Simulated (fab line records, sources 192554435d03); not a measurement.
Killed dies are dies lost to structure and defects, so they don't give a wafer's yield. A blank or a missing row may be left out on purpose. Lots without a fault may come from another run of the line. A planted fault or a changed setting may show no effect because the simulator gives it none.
Chamber matching | flow n5_finfet | N5_BEOL_M4_DEP_57 on pecvd-02: 3 sister chambers
The step deposits SiCN from 3MS/NH3, target thk 8 nm, time 14 s. 24 wafers are shown with their chamber, then 12 later ones without.

WAFERS WITH THEIR CHAMBER
wafer  | chamber | throttle_valve_pct (%) | showerhead_plenum_p_Torr (Torr)
L080.1 | 2       | 8.5                    | 3.667
L080.3 | 1       | 9.1                    | 3.660
L080.6 | 2       | 8.4                    | 3.662
L074.1 | 0       | 8.7                    | 3.661
L074.5 | 0       | 8.7                    | 3.664
L074.6 | 1       | 9.1                    | 3.669
L079.3 | 2       | 8.5                    | 3.662
L079.4 | 1       | 9.1                    | 3.668
L079.6 | 2       | 8.6                    | 3.665
L082.1 | 2       | 8.4                    | 3.664
L082.2 | 1       | 8.9                    | 3.667
L082.4 | 0       | 8.6                    | 3.671
L084.1 | 2       | 8.7                    | 3.673
L084.2 | 0       | 8.6                    | 3.662
L084.6 | 2       | 8.4                    | 3.671
L085.2 | 2       | 8.6                    | 3.677
L085.3 | 0       | 8.8                    | 3.656
L085.6 | 0       | 8.6                    | 3.670
L086.1 | 2       | 8.7                    | 3.664
L086.3 | 2       | 8.6                    | 3.671
L086.6 | 2       | 8.6                    | 3.659
L089.2 | 1       | 8.8                    | 3.679
L089.3 | 0       | 8.7                    | 3.670
L089.4 | 1       | 9.1                    | 3.672

SIGNATURES (means of the wafers above)
reading                  | chamber 0 | chamber 1 | chamber 2 | scatter within a chamber
throttle_valve_pct       | 8.671     | 9.017     | 8.545     | 0.109
showerhead_plenum_p_Torr | 3.66486   | 3.66917   | 3.66682   | 0.00574
Rule: a wafer's distance from a chamber is the root of the sum, over the readings, of the square of ((its reading less the chamber's mean) divided by the reading's scatter). The wafer belongs to the nearest chamber; if the next one is less than 2 further off, it can't be placed. The scatter: the root of (the sum of the squares of (reading less its chamber's mean) over the shown wafers, divided by (wafers less chambers)).

WAFERS WITHOUT THEIR CHAMBER
wafer  | throttle_valve_pct (%) | showerhead_plenum_p_Torr (Torr)
L087.1 | 9.0                    | 3.671
L087.3 | 9.3                    | 3.671
L087.6 | 9.0                    | 3.666
L091.3 | 9.2                    | 3.668
L091.5 | 8.8                    | 3.669
L091.6 | 9.1                    | 3.661
L095.2 | 8.8                    | 3.668
L095.3 | 8.9                    | 3.662
L095.4 | 8.7                    | 3.662
L097.2 | 8.9                    | 3.663
L097.4 | 9.0                    | 3.667
L097.5 | 8.3                    | 3.672

WHICH CHAMBER EACH WENT THROUGH
wafer  | from the rows above          | in truth
L087.1 | 1                            | 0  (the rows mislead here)
L087.3 | 1                            | 1
L087.6 | 1                            | 1
L091.3 | 1                            | 1
L091.5 | can't be placed: 0 or 1 or 2 | 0
L091.6 | 1                            | 1
L095.2 | can't be placed: 0 or 1 or 2 | 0
L095.3 | can't be placed: 1 or 0 or 2 | 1
L095.4 | can't be placed: 0 or 2      | 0
L097.2 | can't be placed: 1 or 0 or 2 | 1
L097.4 | 1                            | 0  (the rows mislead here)
L097.5 | can't be placed: 2 or 0      | 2
Placed correctly: 4 of 12. Can't be placed from these rows: 6 (the true chamber is among the candidates in 6). Placed wrongly: 2.
